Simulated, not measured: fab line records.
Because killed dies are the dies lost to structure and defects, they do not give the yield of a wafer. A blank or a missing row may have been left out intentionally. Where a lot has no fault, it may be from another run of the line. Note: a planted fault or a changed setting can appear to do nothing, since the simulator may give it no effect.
Chamber matching ; flow n5 finfet ; 3 sister chambers for N5_BEOL_M5_ILD_DEP_00 on pecvd-01
The step deposits SiCOH lowk from DEMS/porogen, target thk 140.64 nm, time 25.9 s. 3 wafers are shown with their chamber, then 12 later ones without.

WAFERS, EACH WITH ITS CHAMBER
wafer;chamber;throttle valve pct (%)
L092.1;2;12.6
L092.2;0;14.0
L092.5;1;14.9

WAFERS WHOSE CHAMBER IS MISSING
wafer;throttle valve pct (%)
L093.1;15.2
L093.3;15.2
L093.4;12.6
L094.2;15.1
L094.3;15.3
L094.6;15.3
L096.1;14.9
L096.4;15.1
L096.5;15.2
L097.2;15.3
L097.4;15.4
L097.5;14.1

THE CHAMBER EACH PASSED THROUGH
wafer;from the rows above;in truth
L093.1;1;1
L093.3;1;1
L093.4;2;2
L094.2;1;1
L094.3;1;1
L094.6;1;1
L096.1;1;1
L096.4;1;1
L096.5;1;1
L097.2;1;1
L097.4;1;1
L097.5;0;0
12 of 12 placed correctly. Left unplaced by these rows: 0. 0 placed wrongly.
How it was worked out, from the rows above alone: a wafer's distance from a chamber is the root of the sum, over the readings, of the square of ((its reading less the chamber's mean) divided by the reading's scatter). The wafer belongs to the nearest chamber; if the next one is less than 2 further off, it can't be placed. A chamber's mean is the mean of its shown wafers. The scatter: root of mean squared gap, hidden wafer to nearest shown wafer, with one shown wafer a chamber.
